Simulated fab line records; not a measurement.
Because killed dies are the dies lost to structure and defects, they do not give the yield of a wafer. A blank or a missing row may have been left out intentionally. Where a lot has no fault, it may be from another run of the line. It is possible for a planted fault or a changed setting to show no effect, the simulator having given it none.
Which tool is to blame? ; flow n5_finfet ; 8 lots, 22 wafers sampled, at 8 steps of a route of 1938

WHAT THE GAUGES SHOWED, per wafer
N5_BEOL_M0_SAQP_THK_MEAS_05.
lot;measured;on;thk_nm (nm)
L680;day 5 23:23;film_metro-01;59.1 60.7 60.9
L682;day 6 11:57;film_metro-01;60.0 61.9
L683;day 6 15:49;film_metro-01;61.5 60.0 59.9
L685;day 7 03:02;film_metro-02;60.5 59.1 61.5
L687;day 7 17:19;film_metro-02;60.6 60.0 61.2
L695;day 9 18:15;film_metro-01;100.8 61.1
L696;day 10 00:00;film_metro-01;59.2 60.2 59.8
L699;day 10 17:43;film_metro-01;58.7 59.4 60.1

N5_BEOL_M0_SAQP_INSPECT_42: inspects for defects (brightfield).
lot;measured;on;raw_defect_count
L680;day 6 05:03;defect_inspect-01;124 293 214
L682;day 6 16:22;defect_inspect-01;466 170
L683;day 6 20:46;defect_inspect-02;435 296 278
L685;day 7 08:39;defect_inspect-02;337 266 401
L687;day 7 22:41;defect_inspect-01;212 267 271
L695;day 9 22:49;defect_inspect-01;1949 258
L696;day 10 05:08;defect_inspect-02;203 216 208
L699;day 10 21:55;defect_inspect-01;227 151 185

N5_BEOL_M4_RC_MEAS_101.
lot;measured;on;DIBL_N (mV/V);DIBL_P (mV/V);IOFF_N (nA/um);IOFF_P (nA/um);ION_N (uA/um);ION_P (uA/um);SS_N (mV/dec);SS_P (mV/dec);VT_N (mV);VT_P (mV)
L680;day 8 07:59;prober-01;33.2 37.2 36.4;32.2 35.9 34.9;0.12 0.19 0.16;0.18 0.24 0.21;673 680 650;469 459 453;70.8 72.0 72.1;72.8 73.8 73.5;252 247 252;-250 -247 -248
L682;day 8 17:31;prober-01;39.1 42.2;41.1 45.0;0.22 0.32;0.29 0.39;697 706;481 481;73.0 72.5;74.9 75.2;247 239;-246 -243
L683;day 9 04:11;prober-02;34.8 33.5 35.7;34.9 33.0 36.4;0.17 0.13 0.19;0.21 0.18 0.23;677 674 686;460 463 464;71.0 71.2 71.5;72.8 72.3 73.9;250 253 247;-250 -250 -249
L685;day 9 12:47;prober-02;35.1 37.5 36.2;33.5 37.5 37.8;0.12 0.18 0.16;0.18 0.23 0.27;644 682 666;447 466 462;71.4 71.3 71.3;72.5 74.2 73.7;254 248 251;-253 -246 -248
L687;day 9 20:46;prober-02;33.0 36.3 32.5;34.0 37.1 33.9;0.11 0.16 0.10;0.16 0.20 0.16;653 671 642;447 453 447;71.5 72.5 70.7;72.6 73.0 72.7;256 251 259;-253 -250 -255
L695;day 12 12:33;prober-01;34.4;36.0;0.14;0.20;644;442;71.6;73.3;255;-254
L696;day 12 18:01;prober-02;35.5 37.3 39.6;36.3 39.7 41.9;0.14 0.21 0.24;0.22 0.28 0.33;646 700 681;451 482 467;71.1 71.8 73.0;73.3 73.5 75.0;253 242 243;-249 -243 -245
L699;day 12 19:49;prober-02;33.8 37.8 33.6;35.2 39.5 34.3;0.10 0.16 0.10;0.16 0.23 0.16;665 661 664;462 454 458;71.1 72.3 72.0;72.1 73.1 72.7;259 252 258;-256 -250 -255

EACH LOT AND THE TOOL THAT RAN IT (in order: tool; ch and the chambers of the sampled wafers; start)
lot;N5_MOL_CONTACT_COAG_ALD_133;N5_MOL_CONTACT_COAG_ETCHBACK_134;N5_MOL_CONTACT_COAG_ETCH_67;N5_BEOL_M0_SAQP_PECVD_04;N5_BEOL_M0_SAQP_MANDREL_ETCH_20
L680;ald_sin-04 ch 1,3, day 5 17:56;rie_diel-04 ch 0,1,3, day 5 18:07;rie_diel-04 ch 0,1,3, day 5 18:09;pecvd-03 ch 0,2, day 5 23:17;rie_si-02 ch 0,3, day 6 00:07
L682;ald_sin-02 ch 1,2, day 6 05:15;rie_diel-03 ch 1, day 6 05:26;rie_diel-03 ch 1, day 6 05:28;pecvd-03 ch 0,2, day 6 11:51;rie_si-02 ch 1,3, day 6 12:40
L683;ald_sin-01 ch 0,1,3, day 6 09:53;rie_diel-05 ch 1,2,3, day 6 10:05;rie_diel-05 ch 1,2,3, day 6 10:08;pecvd-03 ch 0,1,2, day 6 15:45;rie_si-01 ch 0,1,2, day 6 16:35
L685;ald_sin-04 ch 0,1, day 6 21:25;rie_diel-03 ch 0,1, day 6 21:35;rie_diel-03 ch 0,1, day 6 21:37;pecvd-03 ch 0,2, day 7 02:55;rie_si-05 ch 0,1,3, day 7 03:55
L687;ald_sin-04 ch 0,1,3, day 7 08:11;rie_diel-05 ch 1,2,3, day 7 08:18;rie_diel-05 ch 1,2,3, day 7 08:22;pecvd-01 ch 0,1,2, day 7 17:14;rie_si-01 ch 0,3, day 7 18:14
L695;ald_sin-04 ch 0,1, day 9 12:21;rie_diel-04 ch 1,2, day 9 12:32;rie_diel-04 ch 1,2, day 9 12:34;pecvd-03 ch 0,1, day 9 18:10;rie_si-02 ch 1,3, day 9 19:10
L696;ald_sin-02 ch 0,1,3, day 9 16:55;rie_diel-03 ch 0,3, day 9 17:06;rie_diel-03 ch 0,3, day 9 17:08;pecvd-04 ch 0,1, day 9 23:54;rie_si-05 ch 0,2,3, day 10 01:03
L699;ald_sin-01 ch 0,1,3, day 10 11:32;rie_diel-04 ch 0,1,3, day 10 11:43;rie_diel-04 ch 0,1,3, day 10 11:45;pecvd-04 ch 1,2, day 10 17:37;rie_si-02 ch 0,1,2, day 10 18:26
- N5_MOL_CONTACT_COAG_ALD_133: deposits SiO2, target thk 5 nm, pulse time 1 s, co reactant pulse time 1 s.
- N5_MOL_CONTACT_COAG_ETCHBACK_134: etches SiO2 in CHF3, target depth 10 nm, time 6.7 s.
- N5_MOL_CONTACT_COAG_ETCH_67: etches SOC in N2/H2, target depth 60 nm, overetch 21 nm, time 101.2 s.
- N5_BEOL_M0_SAQP_PECVD_04: deposits a-Si from SiH4/He, target thk 60 nm, time 60.2 s.
- N5_BEOL_M0_SAQP_MANDREL_ETCH_20: etches a-Si in HBr/Cl2, stops on SiNx, target depth 60 nm, bt time 10 s, time 30 s.

AS READ BY THE TOOLS THEMSELVES (means over the sampled wafers that have a number; for cases with no such wafer, the mark the record gives instead)
N5_MOL_CONTACT_COAG_ALD_133.
lot;tool;heater_power_w (W);precursor_pulse_height_rel
L680;ald_sin-04;89;0.990
L682;ald_sin-02;76;1.002
L683;ald_sin-01;80;1.005
L685;ald_sin-04;85;0.995
L687;ald_sin-04;82;1.015
L695;ald_sin-04;84;0.994
L696;ald_sin-02;78;0.997
L699;ald_sin-01;82;1.003

N5_MOL_CONTACT_COAG_ETCHBACK_134.
lot;tool;drypump_motor_current_A (A);oes_f_703_au (a.u.);oes_product_au (a.u.);rf_vpp_V (V);showerhead_plenum_p_Torr (Torr);throttle_valve_pct (%)
L680;rie_diel-04;5.2;0.73;0.72;529;2.32;18.74
L682;rie_diel-03;6.0;0.78;0.78;526;2.33;19.14
L683;rie_diel-05;6.2;0.74;0.75;537;2.35;18.68
L685;rie_diel-03;5.8;0.83;0.82;526;2.40;18.93
L687;rie_diel-05;6.2;0.73;0.74;538;2.34;18.69
L695;rie_diel-04;5.6;0.70;0.69;522;2.26;18.98
L696;rie_diel-03;5.5;0.85;0.82;524;2.47;18.61
L699;rie_diel-04;5.2;0.88;0.87;531;2.40;18.55

N5_MOL_CONTACT_COAG_ETCH_67.
lot;tool;drypump_motor_current_A (A);oes_product_au (a.u.);rf_vpp_V (V);showerhead_plenum_p_Torr (Torr);throttle_valve_pct (%)
L680;rie_diel-04;5.2;0.60;523;2.48;17.86
L682;rie_diel-03;6.0;0.65;522;2.42;17.83
L683;rie_diel-05;6.3;0.63;523;2.52;17.80
L685;rie_diel-03;5.8;0.68;524;2.51;17.70
L687;rie_diel-05;6.2;0.63;523;2.51;17.82
L695;rie_diel-04;5.5;0.59;520;2.41;18.11
L696;rie_diel-03;5.5;0.67;526;2.63;17.63
L699;rie_diel-04;5.2;0.72;524;2.57;17.67

N5_BEOL_M0_SAQP_PECVD_04.
lot;tool;heater_power_w (W);showerhead_plenum_p_Torr (Torr);throttle_valve_pct (%)
L680;pecvd-03;510;5.62;17.6
L682;pecvd-03;571;5.62;17.4
L683;pecvd-03;607;5.65;18.1
L685;pecvd-03;549;5.63;17.7
L687;pecvd-01;739;5.66;17.9
L695;pecvd-03;600;5.67;18.8
L696;pecvd-04;583;5.74;19.5
L699;pecvd-04;686;5.73;16.6

N5_BEOL_M0_SAQP_MANDREL_ETCH_20.
lot;tool;drypump_motor_current_A (A);oes_product_au (a.u.);throttle_valve_pct (%)
L680;rie_si-02;5.3;0.784;35.1
L682;rie_si-02;5.2;0.790;35.5
L683;rie_si-01;5.7;0.770;35.5
L685;rie_si-05;5.8;0.779;35.3
L687;rie_si-01;6.3;0.793;35.4
L695;rie_si-02;5.2;0.883;35.3
L696;rie_si-05;5.8;0.772;35.4
L699;rie_si-02;5.2;0.775;35.6

THE ANSWER, worked out from the rows above alone
Rule: the usual values come from the lots themselves. The widest of any qualifying gaps counts: lots, ordered by their means at a reading, are off when they make up no more than a third of the lots, leave a main group of 4 or more, and stand apart from it by 3 or more times the standard deviation of that group's means. A main group whose means are all the same, to the digits that the tables above print for the reading, isn't used. A lot without any number at a reading at which 4 lots or more have one is off too. The other lots that the step has rows for count as sound. First the gauges in route order, then the tools' own readings, where a lot's mean is used as printed above. At the first step where some lot is off, the reading lying furthest off is the one used; lots without a number count as furthest.
Off, at N5_BEOL_M0_SAQP_THK_MEAS_05 on thk_nm: L695. Mean 60.2 nm and standard deviation 0.49 in the main group.
A tool fits if, at a process step before that reading, it ran every lot that is off, and no sound lot after the first of them. Not tried: the gauges at N5_BEOL_M0_SAQP_THK_MEAS_05; whatever is off there is also off at N5_BEOL_M0_SAQP_INSPECT_42, on other tools, and gauge error can't account for it. This does not decide it: 2 tools fit, namely ald_sin-04 at N5_MOL_CONTACT_COAG_ALD_133 and pecvd-03 at N5_BEOL_M0_SAQP_PECVD_04.

WHAT THE SIMULATOR HAD INSERTED
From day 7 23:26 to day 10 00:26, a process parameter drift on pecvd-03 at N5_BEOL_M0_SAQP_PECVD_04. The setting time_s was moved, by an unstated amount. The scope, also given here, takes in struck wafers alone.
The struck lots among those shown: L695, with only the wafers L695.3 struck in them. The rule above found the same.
